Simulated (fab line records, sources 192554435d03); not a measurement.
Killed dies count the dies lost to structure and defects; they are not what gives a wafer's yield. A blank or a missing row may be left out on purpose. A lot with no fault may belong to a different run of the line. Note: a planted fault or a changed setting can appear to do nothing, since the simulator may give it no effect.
The tool behind it: which one?    flow n5_finfet    10 lots with 30 wafers sampled at 2 steps, on a route of 1938 steps

WHAT THE GAUGES SHOWED, per wafer
N5_BEOL_M8_INSPECT_30: inspects for defects (brightfield). Usual: raw_defect_count reads 401 (standard deviation 83).
lot   measured      on                 raw_defect_count  flag
L261  day 9 21:16   defect_inspect-01  384 419 483       
L262  day 10 09:20  defect_inspect-01  426 423 490       
L263  day 10 13:59  defect_inspect-02  327 298 327       
L265  day 10 17:38  defect_inspect-02  459 658 402       
L270  day 12 12:05  defect_inspect-02  476 394 424       
L268  day 12 20:45  defect_inspect-02  379 427 379       
L276  day 14 00:01  defect_inspect-02  412 323 417       
L277  day 14 10:04  defect_inspect-02  430 432 544       
L280  day 14 17:47  defect_inspect-01  298 297 364       
L279  day 14 17:57  defect_inspect-02  337 320 353       

EACH LOT AND THE TOOL THAT RAN IT (in order: tool; ch and the chambers of the sampled wafers; start)
lot   N5_BEOL_M8_STRIP_19
L261  rie_diel-02 ch 1,2,3, day 9 20:41
L262  rie_diel-02 ch 1,2,3, day 10 08:52
L263  rie_diel-02 ch 2,3, day 10 12:42
L265  rie_diel-04 ch 1,2, day 10 16:52
L270  rie_diel-02 ch 1,2,3, day 12 11:34
L268  rie_diel-02 ch 0,3, day 12 19:15
L276  rie_diel-02 ch 0,1,3, day 13 22:00
L277  rie_diel-02 ch 0,1,2, day 14 06:25
L280  rie_diel-04 ch 0,1,2, day 14 15:46
L279  rie_diel-04 ch 0,3, day 14 15:53
- N5_BEOL_M8_STRIP_19: strips in O2.

WHAT THE TOOLS THEMSELVES READ (means of the sampled wafers that have a number; where no wafer has one, the mark that the record gives instead)
N5_BEOL_M8_STRIP_19. Usual: drypump_motor_current_A 5.4 A, standard deviation 0.38; oes_product_au 0.76 a.u., standard deviation 0.084; rf_vpp_V 3.6 V, standard deviation 0.67; showerhead_plenum_p_Torr 2.07 Torr, standard deviation 0.079; throttle_valve_pct 16.68 %, standard deviation 0.15.
lot   tool         drypump_motor_current_A (A)  oes_product_au (a.u.)  rf_vpp_V (V)  showerhead_plenum_p_Torr (Torr)  throttle_valve_pct (%)  flag
L261  rie_diel-02  5.4                          0.82                   2.9           2.14                             16.59                   
L262  rie_diel-02  5.4                          0.81                   3.5           2.14                             16.61                   
L263  rie_diel-02  5.6                          0.81                   3.6           2.13                             16.63                   
L265  rie_diel-04  5.0                          0.81                   3.3           2.08                             16.70                   
L270  rie_diel-02  5.4                          0.79                   3.7           2.13                             16.64                   
L268  rie_diel-02  5.6                          0.74                   3.8           2.03                             16.71                   
L276  rie_diel-02  5.4                          0.77                   4.0           2.07                             16.64                   
L277  rie_diel-02  5.5                          0.72                   3.8           2.08                             16.73                   
L280  rie_diel-04  5.3                          0.81                   3.6           2.05                             16.67                   
L279  rie_diel-04  5.7                          0.66                   3.4           1.96                             16.76                   

THE ANSWER, worked out from the rows above alone
Rule: a lot is off if the mean of its wafers that have a number lies more than 3 standard deviations from the usual mean. A lot without any number at a reading at which 4 lots or more have one is off too. Where the step has rows for the other lots, those lots are counted as sound. Order of review: gauges by route order, followed by the tools' own readings, for which a lot's mean as printed above is used. The first step at which some lot is off is used, and at that step the reading that is off furthest; a lot without a number counts as furthest.
Across all readings shown, no lot is off: no conclusion can be drawn from this.

WHAT WAS PUT IN BY THE SIMULATOR
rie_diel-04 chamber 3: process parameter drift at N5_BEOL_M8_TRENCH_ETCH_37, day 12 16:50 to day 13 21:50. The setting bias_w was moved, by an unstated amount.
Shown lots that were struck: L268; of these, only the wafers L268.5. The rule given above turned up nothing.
